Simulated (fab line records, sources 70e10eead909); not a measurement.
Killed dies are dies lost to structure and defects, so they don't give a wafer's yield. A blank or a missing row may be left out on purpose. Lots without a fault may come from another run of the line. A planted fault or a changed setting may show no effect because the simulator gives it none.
A struck lot beside a sound one | flow nand_harc | 33 steps out of a route of 1302
Sound: wafers L606.2, L606.4, L606.5. Struck: wafers L608.1, L608.3, L608.5. The cause comes at the end.
At each step with rows: each side's tool, then ch and its chambers, then its first start. Under that, the readings that differ: sound wafers | struck wafers | difference of the means | sigmas: that difference in standard deviations of wafers without a fault.
alike: readings whose means differ by less than 2 such deviations, and words and numbers that are the same on both sides. not compared: withheld readings, readings that some wafer has no value for, bounds like >300 that may hide the same value, and numbers for which the record gives no deviation and whose values overlap.
The two part at a step that has a row with sigmas, a row that says differs or no value, or rows on one side only. Numbers that don't overlap but have no deviation are shown without sigmas and don't part them. A reading that every wafer of one side lacks parts them only if that side has two wafers or more.

first, 9 steps without rows for these wafers: NHARC_A_CHANNEL_HOLE_D1_DEP_00 (deposits aC, target thk 3100 nm); NHARC_A_CHANNEL_HOLE_D1_DEP_01 (deposits SiON, target thk 140 nm); NHARC_A_CHANNEL_HOLE_D1_DEHYDRATE_02 (time 120 s); NHARC_A_CHANNEL_HOLE_D1_HMDS_03 (time 30 s); NHARC_A_CHANNEL_HOLE_D1_COAT_36 (time 75 s); NHARC_A_CHANNEL_HOLE_D1_COAT_37 (time 65 s); NHARC_A_CHANNEL_HOLE_D1_COAT_04 (resist thk 90 nm); NHARC_A_CHANNEL_HOLE_D1_SOFTBAKE_05 (time 55 s); NHARC_A_CHANNEL_HOLE_D1_EBR_06.
NHARC_A_CHANNEL_HOLE_D1_EXPOSE_07: exposes mask HOLE D1, target cd 100 nm.
  sound on arfi_scanner-03 ch 0, day 12 17:03; struck on arfi_scanner-03 ch 0, day 13 10:23
  reading              | sound             | struck            | difference | sigmas
  exposure_dose_mJ_cm2 | 59.72 59.67 59.66 | 55.30 55.24 55.24 | -4.42      | -73
  alike: mask, stage_vel_mm_s
then, 2 steps without rows for these wafers: NHARC_A_CHANNEL_HOLE_D1_PEB_08 (peb time 65 s); NHARC_A_CHANNEL_HOLE_D1_DEVELOP_09 (develop time 35 s).
NHARC_A_CHANNEL_HOLE_D1_CD_MEAS_10: target cd 100 nm.
  sound on cd_sem-02 ch 0, day 12 17:11; struck on cd_sem-02 ch 0, day 13 10:31
  reading    | sound            | struck         | difference | sigmas
  cd_nm (nm) | 99.9 101.3 100.6 | 97.0 96.2 96.1 | -4.2       | -9
NHARC_A_CHANNEL_HOLE_D1_DESCUM_15: chemistry O2, time 3 s.
  sound on rie_diel-10 ch 0,2,3, day 12 17:23; struck on rie_diel-10 ch 0,1, day 13 10:42
  reading                            | sound             | struck            | difference | sigmas
  model.A_CHANNEL_HOLE_D1.cd_nm (nm) | 99.74 102.1 100.4 | 96.51 96.51 95.72 | -4.50      |
  alike: drypump_motor_current_A, oes_product_au, rf_vpp_V, showerhead_plenum_p_Torr, throttle_valve_pct
  not compared: rf_hours_counter_h
then, 16 steps without rows for these wafers: NHARC_A_CHANNEL_HOLE_D1_ETCH_38 (etches the open film in CF4, target depth 39 nm, time 65 s); NHARC_A_CHANNEL_HOLE_D1_ETCH_39 (etches the open film in N2/H2, target depth 260 nm, time 325 s); NHARC_A_CHANNEL_HOLE_D1_ETCH_34 (etches the open film in CF4/CHF3, target depth 154 nm, time 77 s); NHARC_A_CHANNEL_HOLE_D1_ETCH_16 (etches the open film in O2/COS, target depth 3100 nm, time 806 s); NHARC_A_CHANNEL_HOLE_D1_ETCH_19 (etches the open film in C4F8/O2/Ar, time 34.5 s); NHARC_A_CHANNEL_HOLE_D1_ETCH_20 (etches the open film in C4F8/O2/Ar, time 361.9 s, target depth 1600 nm); NHARC_A_CHANNEL_HOLE_D1_ETCH_21 (etches the open film in C4F8/O2/Ar, time 514.3 s, target depth 1600 nm); NHARC_A_CHANNEL_HOLE_D1_ETCH_22 (etches the open film in C4F8/O2/Ar, time 666.7 s, target depth 1600 nm); NHARC_A_CHANNEL_HOLE_D1_ETCH_23 (etches the open film in C4F8/O2/Ar, time 819 s, target depth 1600 nm); NHARC_A_CHANNEL_HOLE_D1_ETCH_24 (etches the open film in C4F8/O2/Ar, time 906.2 s, target depth 1500 nm); NHARC_A_CHANNEL_HOLE_D1_ETCH_25 (etches the open film in C4F8/O2/Ar, time 1040.2 s, target depth 1500 nm); NHARC_A_CHANNEL_HOLE_D1_ETCH_26 (etches the open film in C4F8/O2/Ar, time 224.1 s, target depth 300 nm); NHARC_A_CHANNEL_HOLE_D1_ETCH_33 (etches the open film in C4F8/O2/Ar, time 90 s, target depth 400 nm); NHARC_A_CHANNEL_HOLE_D1_STRIP_41 (strips in N2/H2); NHARC_A_CHANNEL_HOLE_D1_STRIP_42 (strips in CF4/CHF3); NHARC_A_CHANNEL_HOLE_D1_STRIP_43 (strips in O2/COS).
NHARC_A_CHANNEL_HOLE_D1_ETCH_44: etches the open film in CF4/O2, target depth 140 nm, overetch 14 nm, time 77 s.
  sound on rie_diel-04 ch 0,1,3, day 13 03:37; struck on rie_diel-10 ch 0,3, day 13 16:38
  reading                            | sound             | struck            | difference | sigmas
  model.A_CHANNEL_HOLE_D1.cd_nm (nm) | 90.87 93.45 90.52 | 85.95 85.71 86.27 | -5.64      |
  alike: drypump_motor_current_A, oes_product_au, rf_vpp_V, showerhead_plenum_p_Torr, throttle_valve_pct
  not compared: rf_hours_counter_h
then, 1 step without rows for these wafers: NHARC_A_CHANNEL_HOLE_D1_STRIP_27 (strips in O2).
-- the record jumps here: 16 days lie between the struck wafers' starts before and after (it left off in module A_CHANNEL_HOLE_D1 and takes up again in module END, whose first step shown is number 1302 of the route) --
NHARC_END_SORT_01:
  sound on prober-02 ch 0, day 29 13:52; struck on prober-02 ch 0, day 30 00:28
  alike: killed_at_array, killed_at_other, killed_at_periphery, killed_dies, killed_open, killed_short

WHERE THEY PART
First at NHARC_A_CHANNEL_HOLE_D1_EXPOSE_07; last, within this record, at NHARC_A_CHANNEL_HOLE_D1_CD_MEAS_10. Later steps at which nothing parts them and some readings are alike: NHARC_A_CHANNEL_HOLE_D1_DESCUM_15, NHARC_A_CHANNEL_HOLE_D1_ETCH_44, NHARC_END_SORT_01.

WHY: what the simulator had put in
Process parameter drift: arfi_scanner-03, from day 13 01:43 on, at NHARC_A_CHANNEL_HOLE_D1_EXPOSE_07. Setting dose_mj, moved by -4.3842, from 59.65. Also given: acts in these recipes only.
